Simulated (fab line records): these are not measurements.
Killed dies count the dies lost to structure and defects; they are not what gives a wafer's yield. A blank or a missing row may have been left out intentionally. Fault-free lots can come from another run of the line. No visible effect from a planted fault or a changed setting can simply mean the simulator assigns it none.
Matching of chambers	flow n5-finfet	N5_BEOL_M0_STRIP_140 on rie-diel-06 has 4 sister chambers
The step strips in CF4. 16 wafers are shown with their chamber, then 8 later ones without.

## EACH WAFER AND ITS CHAMBER
wafer	chamber	drypump-motor-current-A (A)	throttle-valve-pct (%)	oes-product-au (a.u.)
L080.1	1	5.3	13.86	0.70
L080.2	0	5.8	13.56	0.69
L080.6	3	5.0	13.63	0.92
L082.1	2	5.4	13.13	0.91
L082.3	3	4.9	13.63	0.91
L082.6	2	5.4	13.15	0.92
L083.2	0	5.8	13.57	0.70
L083.5	3	4.9	13.61	0.90
L083.6	0	5.8	13.57	0.70
L087.1	2	5.4	13.14	0.90
L087.2	3	4.9	13.66	0.89
L087.3	1	5.3	13.87	0.69
L087.4	0	5.8	13.57	0.71
L087.5	2	5.4	13.13	0.90
L087.6	3	4.9	13.65	0.89
L090.1	3	4.9	13.67	0.88

SIGNATURES (averages over the wafers above)
reading	chamber 0	chamber 1	chamber 2	chamber 3	scatter within a chamber
drypump-motor-current-A	5.800	5.300	5.400	4.917	0.0264
throttle-valve-pct	13.5675	13.8650	13.1375	13.6417	0.0155
oes-product-au	0.7000	0.6950	0.9075	0.8983	0.0116
Rule: a wafer's distance from a chamber is the root of the sum, over the readings, of the square of ((its reading less the chamber's mean) divided by the reading's scatter). If the next closest chamber is less than 2 further off than the closest, the wafer can't be placed; otherwise it belongs to the closest. The scatter: take each reading less its chamber's mean, square it, sum over the shown wafers, divide by the number of wafers less the number of chambers, and take the root.

## WAFERS WITH NO CHAMBER GIVEN
wafer	drypump-motor-current-A (A)	throttle-valve-pct (%)	oes-product-au (a.u.)
L090.2	5.4	13.13	0.89
L090.3	5.3	13.90	0.68
L090.4	5.8	13.57	0.69
L090.5	4.9	13.65	0.88
L090.6	5.4	13.15	0.89
L093.1	5.4	13.15	0.88
L093.4	5.3	13.89	0.68
L093.6	5.3	13.92	0.67

## WHICH CHAMBER EACH ONE RAN IN
wafer	from the rows above	in truth
L090.2	2	2
L090.3	1	1
L090.4	0	0
L090.5	3	3
L090.6	2	2
L093.1	2	2
L093.4	1	1
L093.6	1	1
Correctly placed: 8 of 8. Number that these rows cannot place: 0. Number placed wrongly: 0.
